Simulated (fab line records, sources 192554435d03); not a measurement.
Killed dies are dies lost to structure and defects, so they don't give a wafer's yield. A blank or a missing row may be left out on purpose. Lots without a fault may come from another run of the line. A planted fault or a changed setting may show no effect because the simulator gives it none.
Problem report in the 8D (eight disciplines) form, filled by code | flow n5_finfet | the parts of the form that need people (team, actions taken, sign-off) are left out

1. THE PROBLEM
time_to_endpoint_s at N5_BEOL_M4_CMP_52 reads a mean of 111 s on 1 wafer of 1 lot; wafers without a fault read 63 s with a standard deviation of 3.2. That is +15 standard deviations from the usual mean.
The step: polishes, stops on SiOC, t overpolish 6.8 s, target thk 40 nm.
First seen on wafer L427.1, day 11 14:43, on cmp-01. The record holds 30 wafers of 10 lots with a number at this step. Rule for "out", or "out of limits": more than 4 standard deviations from the usual mean. The other wafers with a number count as sound.

2. WHAT IT IS AND WHAT IT IS NOT
question                    | is                 | is not
which readings at this step | time_to_endpoint_s | edge_zone_pressure_frac, head_pressure_psi, motor_current_A
which lots                  | L427               | L412, L417, L420, L425, L428, L431, L432, L434, L435
which wafers of those lots  | L427.1             | L427.4, L427.6
read on which tools         | cmp-01             | cmp-03, cmp-04
when                        | from day 11 14:43  | up to then (14 sound wafers); but 15 sound wafers of L428, L431, L432, L434, L435 came after

3. SUSPECTS, AND WHAT RULES EACH OUT
Counting: a tool at a process step up to the reading stays a suspect if it ran every lot that is out. Sound lots after the first of them don't rule it out here, since some wafers of a struck lot are sound.
- pvd_sputter-02 at N5_BEOL_M4_ANNEAL_49 (time 240 s): kept. It ran the lot that is out, L427 (day 11 12:30); its last sound lot up to then is L425 (day 11 01:59).
- pvd_sputter-02 at N5_BEOL_M4_ANNEAL_80 (time 240 s): kept. It ran the lot that is out, L427 (day 11 12:43); its last sound lot up to then is L425 (day 11 02:13).
- pvd_sputter-02 at N5_BEOL_M4_SPUTTER_81 (material Cu, target thk 4.5 nm, time 8.29 s): kept. It ran the lot that is out, L427 (day 11 12:52); its last sound lot up to then is L425 (day 11 02:21).
- ecd_cu-02 at N5_BEOL_M4_ECD_50 (material Cu, target thk 300 nm): kept. It ran the lot that is out, L427 (day 11 14:18); its last sound lot up to then is L420 (day 9 16:51).
- cmp-01 at N5_BEOL_M4_CMP_52 (polishes, stops on SiOC, t overpolish 6.8 s, target thk 40 nm): kept. It ran the lot that is out, L427 (day 11 14:43); its last sound lot up to then is L412 (day 7 21:35). Its own readings are out on those wafers: time_to_endpoint_s.
- Within cmp-01 at N5_BEOL_M4_CMP_52: the wafers that are out ran in chamber 0; their sound lot-mates ran in chambers 2, 3.
Left after counting: pvd_sputter-02 at N5_BEOL_M4_ANNEAL_49, pvd_sputter-02 at N5_BEOL_M4_ANNEAL_80, pvd_sputter-02 at N5_BEOL_M4_SPUTTER_81, ecd_cu-02 at N5_BEOL_M4_ECD_50, cmp-01 at N5_BEOL_M4_CMP_52.

4. THE CAUSE (what the simulator had put in)
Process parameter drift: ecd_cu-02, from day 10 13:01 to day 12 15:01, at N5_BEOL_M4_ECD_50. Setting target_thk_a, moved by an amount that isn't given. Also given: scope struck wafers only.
Counting left 5 suspects, and this tool is among them.

5. THE CHAIN OF EFFECTS, in route order
Each row: a reading whose mean over the struck wafers that have a number lies more than 3 standard deviations from the usual. Only readings for which the record gives a usual standard deviation are gone through. hours: the time from each lot's start at the first step in this table that gives one to its start at this step, as a median over the lots. sigmas: the change in usual standard deviations.
hours | step              | reading            | usual | on struck wafers | change | sigmas
0     | N5_BEOL_M4_CMP_52 | time_to_endpoint_s | 63 s  | 111              | +48    | +15
The process steps in it:
- N5_BEOL_M4_CMP_52: polishes, stops on SiOC, t overpolish 6.8 s, target thk 40 nm.
Later measuring or inspecting steps at which every struck wafer that the step has a row for has a number for every such reading, and none has moved that far: N5_BEOL_M4_RC_MEAS_101.

6. WHAT WOULD HAVE CAUGHT IT SOONER
In this record the first reading out of limits was taken at day 11 14:43, 26 hours after the fault began at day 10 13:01.
All the lots that are out (1) had begun N5_BEOL_M4_ECD_50 on ecd_cu-02 by day 11 14:43. A hold on the tool at that time would have spared none of them.
